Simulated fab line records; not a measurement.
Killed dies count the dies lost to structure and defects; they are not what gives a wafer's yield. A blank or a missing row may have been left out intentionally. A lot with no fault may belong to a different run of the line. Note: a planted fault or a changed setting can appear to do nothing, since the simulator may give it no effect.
Matching of chambers / flow nand_harc / rie_diel-07 running NHARC_A_CHANNEL_FILL_D1_ETCHBACK_20: 4 sister chambers
The step etches the open film in C4F8/O2/Ar, target depth 27 nm, time 13.5 s. 4 wafers are shown with their chamber, then 10 later ones without.

== WAFERS PAIRED WITH THEIR CHAMBERS ==
wafer=L086.2; chamber=2; rf_vpp_V (V)=987
wafer=L086.3; chamber=1; rf_vpp_V (V)=983
wafer=L088.3; chamber=0; rf_vpp_V (V)=980
wafer=L088.4; chamber=3; rf_vpp_V (V)=986

== WAFERS WITHOUT THEIR CHAMBER ==
wafer=L088.6; rf_vpp_V (V)=981
wafer=L090.1; rf_vpp_V (V)=982
wafer=L090.2; rf_vpp_V (V)=987
wafer=L090.6; rf_vpp_V (V)=983
wafer=L093.2; rf_vpp_V (V)=988
wafer=L093.3; rf_vpp_V (V)=980
wafer=L093.4; rf_vpp_V (V)=983
wafer=L095.1; rf_vpp_V (V)=984
wafer=L095.2; rf_vpp_V (V)=987
wafer=L095.5; rf_vpp_V (V)=987

== THE CHAMBER EACH PASSED THROUGH ==
wafer=L088.6; from the rows above=can't be placed: 0 or 1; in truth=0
wafer=L090.1; from the rows above=can't be placed: 1 or 0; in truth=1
wafer=L090.2; from the rows above=can't be placed: 2 or 3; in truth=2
wafer=L090.6; from the rows above=1; in truth=1
wafer=L093.2; from the rows above=can't be placed: 2 or 3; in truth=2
wafer=L093.3; from the rows above=0; in truth=0
wafer=L093.4; from the rows above=1; in truth=1
wafer=L095.1; from the rows above=can't be placed: 1 or 3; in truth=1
wafer=L095.2; from the rows above=can't be placed: 2 or 3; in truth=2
wafer=L095.5; from the rows above=can't be placed: 2 or 3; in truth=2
3 of 10 placed correctly. From these rows, 7 cannot be placed; in 7 the true chamber is one of the candidates. Placed wrongly: 0.
How it was worked out, from the rows above alone: a wafer's distance from a chamber is the root of the sum, over the readings, of the square of ((its reading less the chamber's mean) divided by the reading's scatter). The wafer belongs to the nearest chamber; if the next one is less than 2 further off, it can't be placed. A chamber's mean is the mean of its shown wafers. The scatter (one wafer shown for each chamber): square how far every hidden wafer sits from the nearest shown wafer, average those squares and take the square root.
